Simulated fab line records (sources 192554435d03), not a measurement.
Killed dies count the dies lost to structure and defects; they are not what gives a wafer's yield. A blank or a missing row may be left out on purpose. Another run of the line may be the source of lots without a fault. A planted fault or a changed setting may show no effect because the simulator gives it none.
A struck lot beside a sound one -- flow n5 finfet -- 20 out of 1938 route steps
Sound: wafers L202.2, L202.4, L202.5. Struck: wafer L187.2; the same lot's L187.6 was not struck, so it is left out; see the end for the cause.
For every step that has rows: the tool of each side, followed by ch and its chambers, followed by its first start. Under that, the readings that differ: sound wafers -- struck wafers -- difference of the means -- sigmas: that difference in standard deviations of wafers without a fault.
alike: same words and numbers on both sides, and readings whose means sit less than 2 such deviations apart. not compared: any withheld reading, any reading some wafer has no value for, any bound like >300 that may hide the same value, and any number with overlapping values for which the record gives no deviation.
A row with sigmas, a row that says differs or no value, or rows on one side alone: a step with any of these is where the two part. Numbers that don't overlap but have no deviation are shown without sigmas and don't part them. A reading missing from all wafers of one side parts the sides only when that side holds two or more wafers.

first, 9 steps without rows for these wafers: N5_PMOS_HMC_CHANNEL_EPI_HM_DEP_34 (deposits SiO2 from TEOS/O2, target thk 36 nm, time 6.9 s); N5_PMOS_HMC_CHANNEL_EPI_COAT_31 (time 60 s, resist thk 66 nm); N5_PMOS_HMC_CHANNEL_EPI_COAT_03 (resist thk 205 nm); N5_PMOS_HMC_CHANNEL_EPI_EBR_05; N5_PMOS_HMC_CHANNEL_EPI_SOFTBAKE_04 (time 60 s); N5_PMOS_HMC_CHANNEL_EPI_EXPOSE_06 (exposes mask PMOS HMC BLK, target cd 240 nm); N5_PMOS_HMC_CHANNEL_EPI_PEB_07 (peb time 60 s); N5_PMOS_HMC_CHANNEL_EPI_DEVELOP_08 (develop time 30 s); N5_PMOS_HMC_CHANNEL_EPI_DESCUM_14 (chemistry O2, time 7.9 s).
N5_PMOS_HMC_CHANNEL_EPI_ETCH_32: etches BARC in N2/H2, stops on SiO2, target depth 85.8 nm, time 50.3 s.
  sound on rie diel-02 ch 0,2,3, day 6 23:30; struck on rie diel-02 ch 2, day 3 06:23
reading,sound,struck,difference,sigmas
model.CAR-ArF-block_of_PMOS_HMC_CHANNEL_EPI_COAT_03.thk nm (nm),133.7 133.8 131.8,83.17,-49.93,
model.PMOS_HMC_CHANNEL_EPI.cd nm (nm),241.6 240.9 241.1,245.5,+4.3,
model.SiO2_of_PMOS_HMC_CHANNEL_EPI_HM_DEP_34.thk nm (nm),35.86 35.97 36.81,33.73,-2.48,
  alike: drypump motor current A, oes product au, rf vpp V, showerhead plenum p Torr, throttle valve pct
  not compared: rf hours counter h
N5_PMOS_HMC_CHANNEL_EPI_HM_OPEN_15: chemistry CHF3/O2, target SiO2, target depth 40.6 nm, time 20.3 s.
  sound on rie diel-02 ch 0,2,3, day 6 23:33; struck on rie diel-02 ch 2, day 3 06:26
reading,sound,struck,difference,sigmas
O2_flow_sccm (sccm),5.009 5.012 5.000,4.973,-0.034,-2
model.CAR-ArF-block_of_PMOS_HMC_CHANNEL_EPI_COAT_03.thk nm (nm),93.24 92.73 91.73,41.66,-50.91,
  alike: drypump motor current A, oes product au, rf vpp V, showerhead plenum p Torr, throttle valve pct
  not compared: rf hours counter h
then, 3 steps without rows for these wafers: N5_PMOS_HMC_CHANNEL_EPI_STRIP_33 (strips in N2/H2); N5_PMOS_HMC_CHANNEL_EPI_STRIP_17 (strips in SPM, time 750 s); N5_PMOS_HMC_CHANNEL_EPI_ETCH_38 (etches SiO2 in CF4, target depth 1.5 nm).
N5_PMOS_HMC_CHANNEL_EPI_FIN_RECESS_16: chemistry HBr/Cl2, target Si, target depth 54 nm, time 18 s.
  sound on rie si-04 ch 0,2,3, day 6 23:56; struck on rie si-01 ch 1, day 3 06:49
reading,sound,struck,difference,sigmas
model.PMOS_HMC_CHANNEL_EPI.cd nm (nm),241.5 240.9 241.1,245.5,+4.3,
  alike: drypump motor current A, oes product au, throttle valve pct
  not compared: rf hours counter h
then, 1 step without rows for these wafers: N5_PMOS_HMC_CHANNEL_EPI_PRECLEAN_36 (cleans in O3/DIW, time 45 s).
N5_PMOS_HMC_CHANNEL_EPI_PRECLEAN_18: cleans in DHF, time 30 s.
  sound on wet bench-03 ch 3,4,6, day 7 00:04; struck on wet bench-03 ch 0, day 3 06:56
reading,sound,struck,difference,sigmas
model.SiO2_of_PMOS_HMC_CHANNEL_EPI_HM_DEP_34.thk nm (nm),24.44 24.72 25.7,22.41,-2.54,
then, 1 step without rows for these wafers: N5_PMOS_HMC_CHANNEL_EPI_SRD_19 (time 30 s).
-- a jump in the record: the struck wafers' starts before and after are 6 days apart (it breaks off in module PMOS_HMC_CHANNEL_EPI and resumes in module BEOL_M4, where the first step shown is number 1111 of the route) --
N5_BEOL_M4_RC_MEAS_101:
  sound on prober-01 ch 0, day 13 21:25; struck on prober-02 ch 0, day 9 06:56
reading,sound,struck,difference,sigmas
ION_P (uA/um),463 469 459,447,-17,-2
  alike: DIBL_N, DIBL_P, IOFF_N, IOFF_P, ION_N, SS_N, SS_P, VT_N, VT_P
then, 1 step without rows for these wafers: N5_PASSIVATION_PROBE_49.

== WHERE THEY PART ==
First at N5_PMOS_HMC_CHANNEL_EPI_HM_OPEN_15; last, within this record, at N5_BEOL_M4_RC_MEAS_101.

WHY: what the simulator had put in
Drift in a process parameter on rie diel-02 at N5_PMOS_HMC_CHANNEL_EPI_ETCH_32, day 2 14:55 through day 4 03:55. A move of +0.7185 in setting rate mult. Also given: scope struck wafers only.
